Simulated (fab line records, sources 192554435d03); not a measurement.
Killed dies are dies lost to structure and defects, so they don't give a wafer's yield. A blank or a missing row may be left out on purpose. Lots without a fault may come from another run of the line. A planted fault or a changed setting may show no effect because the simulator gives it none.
Split-lot experiment | flow n5_finfet | 7 lots, 21 wafers read, on a route of 1938 steps

THE SPLIT
At N5_HKMG_FIN_ETCH_58 (etches SOC in N2/H2, target depth 215.8 nm, time 741 s), the setting source_w was moved away from the recipe's 875 W on 8 of the 21 wafers read, by -17.5% to +16.9%. The other wafers ran this setting at the recipe's value.

The reading is taken at the split's own step.

THE READING
rf_vpp_V, in V, at N5_HKMG_FIN_ETCH_58 (etches SOC in N2/H2, target depth 215.8 nm, time 741 s). Fault-free wafers of this fab line usually give 99.2 V, standard deviation 1 V.

wafer  | tool, chamber at the split | source_w as run, W | against the recipe | rf_vpp_V, V | against lot-mates on the recipe
L074.2 | rie_diel-06, 3             | 875                | recipe             | 98.4        | -
L074.4 | rie_diel-06, 0             | 785.2              | -10.3%             | 103.2       | +4.8
L074.5 | rie_diel-06, 1             | 875                | recipe             | 98.5        | -
L079.1 | rie_diel-05, 2             | 721.5              | -17.5%             | 106.6       | no lot-mate on the recipe
L079.2 | rie_diel-05, 1             | 721.5              | -17.5%             | 105.7       | no lot-mate on the recipe
L079.5 | rie_diel-05, 1             | 721.5              | -17.5%             | 104.6       | no lot-mate on the recipe
L084.4 | rie_diel-02, 0             | 875                | recipe             | 99.6        | -
L084.5 | rie_diel-02, 0             | 875                | recipe             | 98.4        | -
L084.6 | rie_diel-02, 3             | 821.5              | -6.1%              | 101.1       | +2.1
L086.4 | rie_diel-06, 3             | 875                | recipe             | 99.8        | -
L086.5 | rie_diel-06, 0             | 875                | recipe             | 96.8        | -
L086.6 | rie_diel-06, 1             | 875                | recipe             | 100.3       | -
L089.3 | rie_diel-02, 2             | 875                | recipe             | 100.5       | -
L089.4 | rie_diel-02, 0             | 787.4              | -10.0%             | 103.3       | +3.0
L089.6 | rie_diel-02, 2             | 875                | recipe             | 100.2       | -
L093.1 | rie_diel-06, 1             | 875                | recipe             | 99.1        | -
L093.4 | rie_diel-06, 0             | 875                | recipe             | 97.9        | -
L093.5 | rie_diel-06, 2             | 875                | recipe             | 99.9        | -
L096.1 | rie_diel-02, 2             | 875                | recipe             | 99.8        | -
L096.2 | rie_diel-02, 1             | 1023               | +16.9%             | 94.1        | -5.7
L096.6 | rie_diel-02, 0             | 1023               | +16.9%             | 93.9        | -5.9

THE FIT
A straight line over all 21 wafers: rf_vpp_V changes by -0.346 V for each +1% of source_w; r = -0.96; the points scatter about the line by 0.97 V.
The same after taking each lot's own level away (the mean of its wafers on the recipe; 18 wafers): -0.353 V for each +1%; r = -0.95; scatter 0.85 V.
On that fit, the largest move of source_w shifts the reading by 6.2 V.
The lots' own levels span 98.45 to 100.35 V, that is 1.9 times the standard deviation above.
So the lot-to-lot level changes the slope little: the two slopes agree.
Check: with one of the wafers moved furthest among these (+16.9%) left out of the fit, the line predicts -6.07 V for it against its lot-mates. It came out at -5.7 V against them.
Tool readings at the split's step, against how far the setting was moved: rf_vpp_V r = -0.96.

OTHER SPLITS ON THESE WAFERS
These wafers also went through other splits before the reading. Each is held against what the fit with the lots' levels taken away leaves over:
other split on the same wafers | wafers away from the commonest value | r with rf_vpp_V (lot level and that fit taken away)
N5_SDB_COAT_04 spin_rpm        | 8                                    | -0.06
N5_HKMG_FIN_ETCH_55 time_s     | 5                                    | -0.27

THE WHOLE CHAIN: every reading that the file lists as answering this split, in the file's order
step                | what it does                                           | reading                                                                         | change (the file's fit)              | r (the file's)
N5_HKMG_FIN_ETCH_58 | etches SOC in N2/H2, target depth 215.8 nm, time 741 s | rf_vpp_V                                                                        | -0.357 V for each +1% of the setting | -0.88
N5_HKMG_FIN_ETCH_58 | etches SOC in N2/H2, target depth 215.8 nm, time 741 s | HKMG_FIN.feature_depth_nm (the simulator's own value, which no gauge read)      | +1.95 nm for each +1% of the setting | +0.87
N5_HKMG_FIN_ETCH_58 | etches SOC in N2/H2, target depth 215.8 nm, time 741 s | SOC_of_HKMG_FIN_COAT_41.thk_nm (the simulator's own value, which no gauge read) | -1.96 nm for each +1% of the setting | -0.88
N5_HKMG_FIN_ETCH_58 | etches SOC in N2/H2, target depth 215.8 nm, time 741 s | etch.depth_nm (the simulator's own value, which no gauge read)                  | +1.95 nm for each +1% of the setting | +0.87

THE FILE'S OWN FIT
rf_vpp_V changes by -0.357 V for each +1% of source_w, r = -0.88.
